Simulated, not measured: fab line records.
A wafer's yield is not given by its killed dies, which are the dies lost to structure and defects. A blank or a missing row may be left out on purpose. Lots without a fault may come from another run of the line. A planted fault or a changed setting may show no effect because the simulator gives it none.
Chamber matching ; flow nandHarc ; rieDiel-08 running NHARC_A_M1_DESCUM_14: 4 sister chambers
The step chemistry O2, time 3 s. 22 wafers are shown with their chamber, then 11 later ones without.

## WAFERS PAIRED WITH THEIR CHAMBERS
wafer;chamber;drypumpMotorCurrentA (A);oesProductAu (a.u.);rfVppV (V)
L081.2;2;5.4;0.999;57.3
L081.4;0;6.2;0.989;59.6
L081.5;0;6.2;0.990;59.1
L082.1;1;6.8;1.002;56.3
L082.3;3;5.1;1.005;58.2
L082.4;2;5.3;0.992;58.4
L084.1;0;6.2;0.976;58.3
L084.2;1;6.9;0.994;57.9
L084.6;1;6.8;0.988;58.3
L080.1;0;6.2;0.998;57.1
L080.5;1;6.8;0.997;58.3
L080.6;0;6.1;0.993;57.7
L091.1;1;6.8;0.998;57.6
L091.3;0;6.2;0.976;57.4
L091.5;3;5.1;0.984;57.7
L086.1;1;6.8;1.002;57.4
L086.2;2;5.4;0.998;56.8
L086.4;0;6.2;0.991;59.1
L088.1;1;6.8;1.008;57.5
L088.3;0;6.1;1.005;60.1
L088.4;3;5.2;1.016;57.9
L089.2;3;5.1;1.015;56.7

SIGNATURES (means of the wafers above)
reading;chamber 0;chamber 1;chamber 2;chamber 3;scatter within a chamber
drypumpMotorCurrentA;6.175;6.814;5.367;5.125;0.0458
oesProductAu;0.98975;0.99843;0.99633;1.00500;0.00952
rfVppV;58.550;57.614;57.500;57.625;0.874
Rule: for a wafer and a chamber, the distance is found by dividing, reading by reading, the gap between the wafer's reading and the chamber's mean by the reading's scatter, squaring, summing and taking the root. If the next closest chamber is less than 2 further off than the closest, the wafer can't be placed; otherwise it belongs to the closest. How the scatter is found: for the shown wafers, subtract from each reading the mean of its chamber, square and add these, divide the total by (wafers less chambers), then take the root.

## WAFERS WHOSE CHAMBER IS MISSING
wafer;drypumpMotorCurrentA (A);oesProductAu (a.u.);rfVppV (V)
L089.4;6.8;1.009;57.7
L089.6;5.3;1.007;56.5
L093.2;6.2;0.973;60.4
L093.3;5.2;0.993;58.5
L093.5;6.2;0.978;58.8
L095.1;5.4;1.010;56.7
L095.4;6.2;0.975;59.0
L095.6;5.1;0.998;56.6
L097.2;6.8;0.987;58.4
L097.4;5.2;0.998;59.3
L097.5;5.4;1.012;57.1

## WHICH CHAMBER EACH ONE RAN IN
wafer;from the rows above;in truth
L089.4;1;1
L089.6;can't be placed: 2 or 3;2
L093.2;0;0
L093.3;can't be placed: 3 or 2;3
L093.5;0;0
L095.1;2;2
L095.4;0;0
L095.6;3;3
L097.2;1;1
L097.4;can't be placed: 3 or 2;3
L097.5;2;2
Correctly placed: 8 of 11. Can't be placed from these rows: 3 (the true chamber is among the candidates in 3). 0 placed wrongly.
